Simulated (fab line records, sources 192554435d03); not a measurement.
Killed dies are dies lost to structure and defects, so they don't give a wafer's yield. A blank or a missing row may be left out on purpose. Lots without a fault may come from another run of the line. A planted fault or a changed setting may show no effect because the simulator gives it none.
Split-lot experiment | flow n5_finfet | 7 lots, 21 wafers read, on a route of 1938 steps

THE SPLIT
At N5_FIN_CUT_COAT_19 (time 60 s, resist thk 20 nm), the setting spin_rpm was moved away from the recipe's 1500 rpm on 7 of the 21 wafers read, by -8.5% to +8.1%. The other wafers ran this setting at the recipe's value.

FROM THE SPLIT TO THE READING: what the file shows between them, 4 steps
- N5_FIN_CUT_COAT_29: time 60 s, resist thk 10 nm
- N5_FIN_CUT_COAT_02: resist thk 30 nm
- N5_FIN_CUT_DESCUM_13: chemistry O2, time 7 s
- N5_FIN_CUT_ETCH_30: etches underlayer in N2/H2, target depth 13 nm, time 10.4 s

THE READING
etch.depth_nm (the simulator's own value, which no gauge read), in nm, at N5_FIN_CUT_ETCH_20 (etches SiARC in CF4, target depth 26 nm, time 43.3 s). The file gives no usual value for it. The 14 wafers here that ran the recipe average 20.02 nm, standard deviation 0.03 nm.

wafer  | tool, chamber at the split | spin_rpm as run, rpm | against the recipe | etch.depth_nm, nm | against lot-mates on the recipe
L079.2 | litho_track-05, 0          | 1500                 | recipe             | 20.01             | -
L079.3 | litho_track-05, 0          | 1373                 | -8.5%              | 20.9              | +0.89
L079.4 | litho_track-05, 0          | 1373                 | -8.5%              | 20.86             | +0.85
L080.1 | litho_track-02, 0          | 1500                 | recipe             | 20.01             | -
L080.2 | litho_track-02, 0          | 1385                 | -7.7%              | 20.91             | +0.89
L080.4 | litho_track-02, 0          | 1500                 | recipe             | 20.04             | -
L085.2 | litho_track-05, 0          | 1500                 | recipe             | 20                | -
L085.4 | litho_track-05, 0          | 1500                 | recipe             | 20.06             | -
L085.6 | litho_track-05, 0          | 1500                 | recipe             | 20.02             | -
L093.2 | litho_track-02, 0          | 1500                 | recipe             | 19.98             | -
L093.3 | litho_track-02, 0          | 1500                 | recipe             | 20.04             | -
L093.4 | litho_track-02, 0          | 1500                 | recipe             | 20                | -
L094.2 | litho_track-01, 0          | 1500                 | recipe             | 20.01             | -
L094.5 | litho_track-01, 0          | 1500                 | recipe             | 20.03             | -
L094.6 | litho_track-01, 0          | 1500                 | recipe             | 19.98             | -
L095.2 | litho_track-02, 0          | 1500                 | recipe             | 20.09             | -
L095.4 | litho_track-02, 0          | 1622                 | +8.1%              | 19.32             | -0.77
L095.5 | litho_track-02, 0          | 1622                 | +8.1%              | 19.28             | -0.81
L097.1 | litho_track-01, 0          | 1555                 | +3.7%              | 19.73             | -0.32
L097.3 | litho_track-01, 0          | 1555                 | +3.7%              | 19.7              | -0.35
L097.6 | litho_track-01, 0          | 1500                 | recipe             | 20.05             | -

THE FIT
A straight line over all 21 wafers: etch.depth_nm changes by -0.0977 nm for each +1% of spin_rpm; r = -0.99; the points scatter about the line by 0.047 nm.
The same after taking each lot's own level away (the mean of its wafers on the recipe; 21 wafers): -0.102 nm for each +1%; r = -1.00; scatter 0.033 nm.
On that fit, the largest move of spin_rpm shifts the reading by 0.86 nm.
The lots' own levels span 20.007 to 20.090 nm, that is 2.8 times the standard deviation above.
So the lot-to-lot level changes the slope little: the two slopes agree.
Check: with one of the wafers moved furthest among these (-8.5%) left out of the fit, the line predicts +0.871 nm for it against its lot-mates. It came out at +0.89 nm against them.

OTHER SPLITS ON THESE WAFERS
These wafers also went through other splits before the reading. Each is held against what the fit with the lots' levels taken away leaves over:
other split on the same wafers        | wafers away from the commonest value | r with etch.depth_nm (lot level and that fit taken away)
N5_ZERO_LAYER_PECVD_02 time_s         | 6                                    | -0.11
N5_ZERO_LAYER_COAT_05 spin_rpm        | 6                                    | +0.00
N5_ZERO_LAYER_EXPOSE_08 dose_mj       | 5                                    | -0.09
N5_WELL_APT_COAT_02 spin_rpm          | 6                                    | +0.33
N5_FIN_SAQP_EXPOSE_13 dose_mj         | 7                                    | +0.07
N5_FIN_SAQP_DEVELOP_15 develop_time_s | 6                                    | +0.31

THE WHOLE CHAIN: every reading that the file lists as answering this split, in the file's order
step               | what it does                                         | reading                                                                          | change (the file's fit)               | r (the file's)
N5_FIN_CUT_COAT_19 | time 60 s, resist thk 20 nm                          | SiARC_of_FIN_CUT_COAT_19.thk_nm (the simulator's own value, which no gauge read) | -0.105 nm for each +1% of the setting | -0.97
N5_FIN_CUT_ETCH_20 | etches SiARC in CF4, target depth 26 nm, time 43.3 s | etch.depth_nm (the simulator's own value, which no gauge read)                   | -0.104 nm for each +1% of the setting | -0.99

THE FILE'S OWN FIT
etch.depth_nm changes by -0.104 nm for each +1% of spin_rpm, r = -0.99.
